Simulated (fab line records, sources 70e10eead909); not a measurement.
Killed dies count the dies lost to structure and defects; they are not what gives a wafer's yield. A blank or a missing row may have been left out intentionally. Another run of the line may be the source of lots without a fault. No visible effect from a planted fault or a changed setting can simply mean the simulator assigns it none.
fab line records -- flow nand-harc
record: lots: 5, wafers: 15, last-day: 24
route steps=1159 shown A_STAIRCASE@608 END@1159
lots that met no fault: taken from a fault-free run of the same line
start-h: hours from the record's first day to the start of the lot's first wafer shown -- wait-h: time in hours since the lot's previous step -- " unchanged from the row above -- L1.1+2: several wafers, shown together as one row -- - either no value or no given start -- * or withheld: withheld -- < > ~ a bound
route shown NAME@n: a module of which the file shows steps, and the number in the route of the first -- usual: mean/standard deviation of fault-free wafers -- same: alike in all rows -- chamber/n: place in a boat -- sites: the reading at each site -- _std_site: the standard deviation of these -- _edge_site: mean of outer sites minus mean of inner sites -- radius-mm: for every site, how far away it sits from the centre of the wafer -- mask NAME#n: copy n -- behind: the last tool/chamber to shape the wafer -- hold: why the lot went on hold/how many hours it stayed there/how the hold came to an end -- device: the transistor (n, p or np) that didn't switch -- end of line: tests run on the same wafers once the route is complete -- a step with no rows: only its recipe -- killed: count of dies lost to structure and defects at first sort (not the wafer's yield) -- map: a wafer's dies, x killed, . not, _ none there
set.NAME: the setting the step ran with; set.NAME@STEP: the setting that earlier step ran with -- model.NAME: the simulator's own value behind a step, which no gauge read
lots at some steps of the route; a table a step, a row a wafer
services: the hour from which a tool's chamber was out of use, counted from the record's first day as start-h (under 0 if before that day), plus the number of hours and why
== steps ==
step: NHARC_A_STAIRCASE_EXPOSE_214
recipe: na: 0.5, dose-mj: 31.26, mask-id: STAIR_3
step: NHARC_A_STAIRCASE_PEB_215
recipe: peb-temp-c: 115, peb-time-s: 130
step: NHARC_A_STAIRCASE_DEVELOP_216
recipe: time-s: 140
step: NHARC_A_STAIRCASE_HARDBAKE_218
recipe: temp-c: 120, time-s: 140
step: NHARC_A_STAIRCASE_DESCUM_219
recipe: time-s: 3, o2-flow-sccm: 200, ar-flow-sccm: 0, bias-power-w: 0, chemistry: O2
step: NHARC_A_STAIRCASE_TRIM_220
recipe: time-s: 211.2, o2-flow-sccm: 500, ar-flow-sccm: 0, bias-w: 0, chemistry: O2
usual: drypump-motor-current-A: 5.6/0.52, oes-product-au: 1.002/0.0069, rf-vpp-V: 57.7/0.91, run-length-s: 232.5/0.43, showerhead-plenum-p-Torr: 3.48/0.15, throttle-valve-pct: 17.036/0.009
lot.wafer,tool,chamber,start-h,wait-h,drypump-motor-current-A,oes-product-au,rf-hours-counter-h,rf-vpp-V,run-length-s,showerhead-plenum-p-Torr,throttle-valve-pct
L564.4,rie-diel-04,2,266.98,0.1,5.7,0.991,56,57.4,232.0,3.45,17.033
L564.2,rie-diel-04,3,266.98,0.1,5.3,0.990,54,58.0,232.8,3.66,17.024
L564.6,rie-diel-04,3,266.98,0.1,5.3,0.996,-,57.6,233.4,3.66,17.030
L567.3,rie-diel-11,1,281.54,0.1,6.4,1.003,35,58.3,232.3,3.36,17.027
L567.4,rie-diel-11,2,281.54,0.1,4.8,1.008,35,57.9,231.8,3.69,17.028
L567.2,rie-diel-11,3,281.54,0.1,5.9,1.015,36,58.1,232.9,3.75,17.042
L570.1,rie-diel-04,2,302.26,0.1,5.7,0.998,2,56.3,232.3,3.45,17.022
L570.6,rie-diel-04,2,302.26,0.1,5.7,0.997,-,58.1,232.0,3.45,17.026
L570.5,rie-diel-04,0,302.26,0.1,5.1,1.006,-,58.1,232.4,3.32,17.039
L572.4,rie-diel-04,2,314.60,0.1,5.7,0.994,6,58.2,232.0,3.45,17.030
L572.2,rie-diel-04,0,314.60,0.1,5.1,1.010,7,57.0,232.7,3.32,17.025
L572.6,rie-diel-04,2,314.60,0.1,5.7,0.997,-,57.4,232.3,3.45,17.037
L582.1,rie-diel-11,2,387.07,0.1,4.8,0.998,4,57.4,232.2,3.67,17.028
L582.5,rie-diel-11,0,387.07,0.1,5.1,0.997,-,58.9,232.0,3.81,17.046
L582.6,rie-diel-11,1,387.07,0.1,6.4,1.005,-,59.2,232.3,3.34,17.037
step: NHARC_A_STAIRCASE_ETCH_221
recipe: target-depth-a: 1000, time-s: 40.5, ion-energy-ev: 400, c4f8-flow-sccm: 20, o2-flow-sccm: 10, ar-flow-sccm: withheld, rf-w: 600, bias-w: 1000, chemistry: C4F8/O2
usual: oes-product-au: 0.941/0.013, rf-vpp-V: 894/5.7
lot.wafer,tool,chamber,start-h,wait-h,oes-product-au,rf-hours-counter-h,rf-vpp-V
L564.2,rie-diel-04,2,-,-,0.956,56,892
L564.4,rie-diel-04,0,-,-,0.960,27,887
L564.6,rie-diel-04,3,-,-,0.959,-,900
L567.2,rie-diel-11,1,-,-,0.919,36,889
L567.3,rie-diel-11,2,-,-,0.915,35,901
L567.4,rie-diel-11,3,-,-,0.919,36,904
L570.1,rie-diel-04,0,-,-,0.929,2,888
L570.5,rie-diel-04,2,-,-,0.917,-,892
L570.6,rie-diel-04,3,-,-,0.926,-,900
L572.4,rie-diel-04,2,-,-,0.941,6,892
L572.2,rie-diel-04,0,-,-,0.976,7,889
L572.6,rie-diel-04,3,-,-,0.944,-,902
L582.1,rie-diel-11,0,-,-,0.927,4,905
L582.5,rie-diel-11,2,-,-,0.928,-,901
L582.6,rie-diel-11,3,-,-,0.937,-,904
step: NHARC_A_STAIRCASE_TRIM_222
recipe: time-s: 211.2, o2-flow-sccm: 500, ar-flow-sccm: 0, bias-w: 0, chemistry: O2
step: NHARC_A_STAIRCASE_ETCH_223
recipe: target-depth-a: 1000, time-s: 40.5, ion-energy-ev: 400, c4f8-flow-sccm: 20, o2-flow-sccm: 10, ar-flow-sccm: withheld, rf-w: 600, bias-w: 1000, chemistry: C4F8/O2
usual: oes-product-au: 0.943/0.0093, rf-vpp-V: 894/5.5
lot.wafer,tool,chamber,start-h,wait-h,oes-product-au,rf-hours-counter-h,rf-vpp-V
L564.2,rie-diel-04,1,-,-,0.954,52,892
L564.4,rie-diel-04,0,-,-,0.955,27,890
L564.6,rie-diel-04,1,-,-,0.957,-,892
L567.4,rie-diel-11,1,-,-,0.943,36,890
L567.3,rie-diel-11,3,-,-,0.920,36,905
L567.2,rie-diel-11,0,-,-,0.941,35,887
L570.1,rie-diel-04,0,-,-,0.930,3,889
L570.6,rie-diel-04,0,-,-,0.930,-,889
L570.5,rie-diel-04,3,-,-,0.931,-,902
L572.2,rie-diel-04,2,-,-,0.938,6,892
L572.4,rie-diel-04,0,-,-,0.940,7,889
L572.6,rie-diel-04,3,-,-,0.948,-,899
L582.1,rie-diel-11,1,-,-,0.940,4,889
L582.5,rie-diel-11,0,-,-,0.940,-,906
L582.6,rie-diel-11,1,-,-,0.936,-,889
step: NHARC_A_STAIRCASE_TRIM_224
recipe: time-s: 211.2, o2-flow-sccm: 500, ar-flow-sccm: 0, bias-w: 0, chemistry: O2
usual: drypump-motor-current-A: 5.6/0.49, oes-product-au: 1.002/0.0071, rf-vpp-V: 57.6/0.87, run-length-s: 232.6/0.41, showerhead-plenum-p-Torr: 3.49/0.16, throttle-valve-pct: 17.037/0.0083
lot.wafer,tool,chamber,start-h,wait-h,drypump-motor-current-A,oes-product-au,rf-hours-counter-h,rf-vpp-V,run-length-s,showerhead-plenum-p-Torr,throttle-valve-pct
L564.2,rie-diel-04,2,-,-,5.7,0.992,56,57.6,232.2,3.45,17.029
L564.4,rie-diel-04,3,-,-,5.3,0.992,54,58.6,233.0,3.66,17.039
L564.6,rie-diel-04,1,-,-,6.2,0.994,-,58.3,232.9,3.41,17.048
L567.3,rie-diel-11,3,-,-,5.9,1.010,36,58.9,233.3,3.75,17.029
L567.4,rie-diel-11,0,-,-,5.1,1.009,35,56.1,232.3,3.30,17.039
L567.2,rie-diel-11,1,-,-,6.4,1.010,36,57.0,232.5,3.36,17.033
L570.1,rie-diel-04,2,-,-,5.7,0.999,3,58.1,232.5,3.45,17.037
L570.6,rie-diel-04,2,-,-,5.7,1.007,-,56.5,232.6,3.45,17.039
L570.5,rie-diel-04,3,-,-,5.3,1.012,-,57.8,232.7,3.65,17.025
L572.4,rie-diel-04,3,-,-,5.3,0.998,7,58.3,233.0,3.65,17.041
L572.2,rie-diel-04,0,-,-,5.1,0.997,7,55.8,232.7,3.32,17.032
L572.6,rie-diel-04,1,-,-,6.1,1.004,-,56.8,233.2,3.40,17.042
L582.1,rie-diel-11,0,-,-,5.1,1.004,4,57.5,232.6,3.81,17.036
L582.6,rie-diel-11,3,-,-,5.9,1.016,-,58.1,233.5,3.73,17.039
L582.5,rie-diel-11,0,-,-,5.1,1.009,-,59.5,232.1,3.81,17.054
step: NHARC_A_STAIRCASE_ETCH_225
recipe: target-depth-a: 1000, time-s: 40.5, ion-energy-ev: 400, c4f8-flow-sccm: 20, o2-flow-sccm: 10, ar-flow-sccm: withheld, rf-w: 600, bias-w: 1000, chemistry: C4F8/O2
usual: oes-product-au: 0.944/0.0093, rf-vpp-V: 894/5.8
lot.wafer,tool,chamber,start-h,wait-h,oes-product-au,rf-hours-counter-h,rf-vpp-V
L564.2,rie-diel-04,0,-,-,0.947,27,889
L564.4,rie-diel-04,2,-,-,0.950,56,893
L564.6,rie-diel-04,0,-,-,0.945,-,890
L567.2,rie-diel-11,0,-,-,0.936,35,888
L567.4,rie-diel-11,2,-,-,0.946,35,903
L567.3,rie-diel-11,3,-,-,0.933,36,904
L570.1,rie-diel-04,3,-,-,0.941,3,900
L570.6,rie-diel-04,2,-,-,0.941,-,892
L570.5,rie-diel-04,3,-,-,0.936,-,901
L572.4,rie-diel-04,0,-,-,0.949,7,887
L572.2,rie-diel-04,1,-,-,0.923,2,890
L572.6,rie-diel-04,2,-,-,0.930,-,893
L582.1,rie-diel-11,0,-,-,0.938,5,906
L582.6,rie-diel-11,3,-,-,0.944,-,902
L582.5,rie-diel-11,0,-,-,0.939,-,906
step: NHARC_A_STAIRCASE_TRIM_226
recipe: time-s: 211.2, o2-flow-sccm: 500, ar-flow-sccm: 0, bias-w: 0, chemistry: O2
usual: drypump-motor-current-A: 5.6/0.51, oes-product-au: 1.001/0.0082, rf-vpp-V: 57.6/0.9, run-length-s: 232.5/0.43, showerhead-plenum-p-Torr: 3.48/0.16, throttle-valve-pct: 17.036/0.0092
lot.wafer,tool,chamber,start-h,wait-h,drypump-motor-current-A,oes-product-au,rf-hours-counter-h,rf-vpp-V,run-length-s,showerhead-plenum-p-Torr,throttle-valve-pct
L564.4,rie-diel-04,1,267.68,-,6.2,0.995,53,58.1,232.9,3.41,17.028
L564.2,rie-diel-04,3,267.68,-,5.3,0.999,54,58.2,232.8,3.66,17.040
L564.6,rie-diel-04,1,267.68,-,6.1,1.001,-,56.8,233.2,3.41,17.036
L567.3,rie-diel-11,3,282.54,-,5.9,0.990,36,59.9,232.8,3.75,17.044
L567.2,rie-diel-11,0,282.54,-,5.1,1.000,35,56.6,149.0,3.30,17.033
L567.4,rie-diel-11,1,282.54,-,6.4,0.993,36,57.1,232.8,3.36,17.034
L570.1,rie-diel-04,2,303.82,-,5.7,0.997,3,56.7,232.6,3.45,17.045
L570.5,rie-diel-04,3,303.82,-,5.3,0.997,-,58.3,233.0,3.65,17.041
L570.6,rie-diel-04,2,303.82,-,5.7,0.999,-,57.2,232.3,3.45,17.035
L572.4,rie-diel-04,0,315.29,-,5.0,1.002,7,56.2,232.5,3.32,17.047
L572.2,rie-diel-04,3,315.29,-,5.3,1.004,7,59.0,232.9,3.65,17.051
L572.6,rie-diel-04,0,315.29,-,5.1,1.000,-,57.6,232.3,3.32,17.032
L582.1,rie-diel-11,1,388.49,-,6.4,0.999,5,57.3,232.2,3.34,17.038
L582.5,rie-diel-11,3,388.49,-,5.9,1.005,-,59.6,233.7,3.73,17.036
L582.6,rie-diel-11,0,388.49,-,5.1,0.996,-,58.8,231.9,3.81,17.044
step: NHARC_A_STAIRCASE_ETCH_227
recipe: target-depth-a: 1000, time-s: 40.5, ion-energy-ev: 400, c4f8-flow-sccm: 20, o2-flow-sccm: 10, ar-flow-sccm: withheld, rf-w: 600, bias-w: 1000, chemistry: C4F8/O2
step: NHARC_END_SORT_01
recipe: temp-c: 25
usual: killed-at-array: 29/11, killed-at-other: 0.6/0.92, killed-at-periphery: 3.2/2, killed-dies: 33/11, killed-open: 3.2/2, killed-short: 1.9/1.5
same: gross-dies: 677
lot.wafer,tool,chamber,start-h,wait-h,killed-at-array,killed-at-other,killed-at-periphery,killed-dies,killed-open,killed-short
L567.2,prober-01,0,485.60,2.8,665,1,7,673,0,0
killed by level:class
L567.2 A_STAIRCASE:area-trim=629 A_SLIT:chamber-film-flake=13 A_CHANNEL_HOLE_D1:chamber-film-flake=12 A_SGD_CUT:chamber-film-flake=5 P_STI:chamber-film-flake=4 A_CONTACT:chamber-film-flake=3 A_STAIRCASE:chamber-film-flake=2 P_GATE:chamber-film-flake=1
map L567.2 (x killed, . not)
____________x____________
_________xxxxxxx_________
_______xxxxxxxxxxx_______
______xxxxxxxxxxxxx______
_____xxxxxxxxxxxxxxx_____
____xxxxxxxxxxxxxxxxx____
____xxxxxxxxxxxxxxxxx____
___xxxxxxxxxxxxxxxxxxx___
___xxxxxxxxxxxxxxxxx.x___
__xxxxxxxxxxxxxxxxxxxxx__
__xxxxxxxxxxxxxxxxx.xxx__
_xxxxxxxxxxxxxxxxxxxxxxx_
_xxxxxxxxxxxxxxxxxxxxxxx_
_xxxxxxxxxxxxxxxxxxxxxxx_
_xxxxxxxxxxxxxxxxxxxxxxx_
_xxxxxxxxxxxxxxxxxxxxxxx_
xxxxxxxxxxxxxxxxxxxxxxxxx
xxxxxxxxxxxxxxxxxxxxxxxxx
xxxxxxxxxxxxxxxxxxx.xxxxx
xxxxxxxxxxxxxxxxxxxxxxxxx
xxxxxxxxxxxxxxxxxxxxxxxxx
_xxxxxxxxxxxxxxxxxxxxxxx_
_xxxxxxxxxxxxxxxxxxxxxxx_
_xxxxxxxxxxxxxxxxxxxxxxx_
_xxxxxxxxxxxxxxxxxxxxxxx_
_xxxxxxxxxxxxxxxxxxxxxxx_
__xxxxxxxxxxxxxxxxxxxx.__
__xxxxxxxxxxxxxxxxxxxxx__
___xxxxxxxxxxxxxxxxxxx___
___xxxxxxxxxxxxxxxxxxx___
____xxxxxxxxxxxxxxxxx____
____xxxxxxxxxxxxxxxxx____
_____xxxxxxxxxxxxxxx_____
______xxxxxxxxxxxxx______
_______xxxxxxxxxxx_______
_________xxxxxxx_________
____________x____________
map L582.1 (x killed, . not)
____________.____________
_________......._________
_______.......x..._______
______.............______
_____..............._____
____.....x.x.........____
____.......x.........____
___....x..x..x..x.....___
___.......x...........___
__.........xx..........__
__......x.x..x.........__
_..x...................._
_.....x.xx.............._
_.....x................._
_..x...................._
_.x..xx................._
....x....................
x...x....................
......x..................
........x...............x
.........................
_......................._
_......................._
_......................._
_..........x............_
_...........x..........._
__...................x.__
__.....x...............__
___...................___
___........x........x.___
____................x____
____...............x.____
_____........x......_____
______............x______
_______..........._______
_________......._________
____________.____________
== services ==
tool,chamber,start-h,hours,kind
rie-diel-04,0,243.71,-,clean
rie-diel-04,1,243.71,-,clean
rie-diel-04,2,243.71,-,clean
rie-diel-04,3,243.71,-,clean
rie-diel-04,0,268.25,-,clean
rie-diel-04,1,268.25,-,clean
rie-diel-04,2,268.25,-,clean
rie-diel-04,3,268.25,-,clean
rie-diel-04,-,288.90,9.0,pm
rie-diel-04,0,288.90,9.0,vent-cycle
rie-diel-04,1,288.90,18.3,vent-cycle
rie-diel-04,2,288.90,9.0,vent-cycle
rie-diel-04,3,288.90,9.0,vent-cycle
rie-diel-04,0,297.90,-,clean
rie-diel-04,2,297.90,-,clean
rie-diel-04,3,297.90,-,clean
rie-diel-04,0,323.25,-,clean
rie-diel-04,1,323.25,-,clean
rie-diel-04,2,323.25,-,clean
rie-diel-04,3,323.25,-,clean
rie-diel-04,2,362.65,7.9,repair
rie-diel-11,2,363.14,3.9,repair
rie-diel-11,-,366.82,9.0,pm
rie-diel-04,3,381.53,3.7,repair
== key ==
first-sign: step: NHARC_A_STAIRCASE_TRIM_226, reading: run-length-s, direction: down, sigmas: 99+, usual: *, struck: *
effect: step: NHARC_END_SORT_01, reading: killed-at-array, direction: up, sigmas: 60, usual: 29, struck: 665
more-kills-born-at: NHARC_A_STAIRCASE_TRIM_226@rie-diel-11: 629
met-at NHARC_A_STAIRCASE_TRIM_226
struck-wafers L567.2
later-rows-left-out L567.2
tester-left-out L567
fault: kind: process-parameter-drift, tool: rie-diel-11, chamber: 0, onset-h: 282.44, steps: NHARC_A_STAIRCASE_TRIM_226, channel: time-s, offset: *, shape: step, end-h: 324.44, acts-in: *, stated: *
tester-left-out: of these lots the tester's yield and bins aren't shown, on N5 and GAA mostly nor the transistor test; their killed dies are dies lost to structure and defects alone, not to doping, threshold or leakage, so they don't give the yield
later-rows-left-out: the simulator's readings of these wafers behind a module that went badly wrong aren't trusted and aren't shown, but for the sort
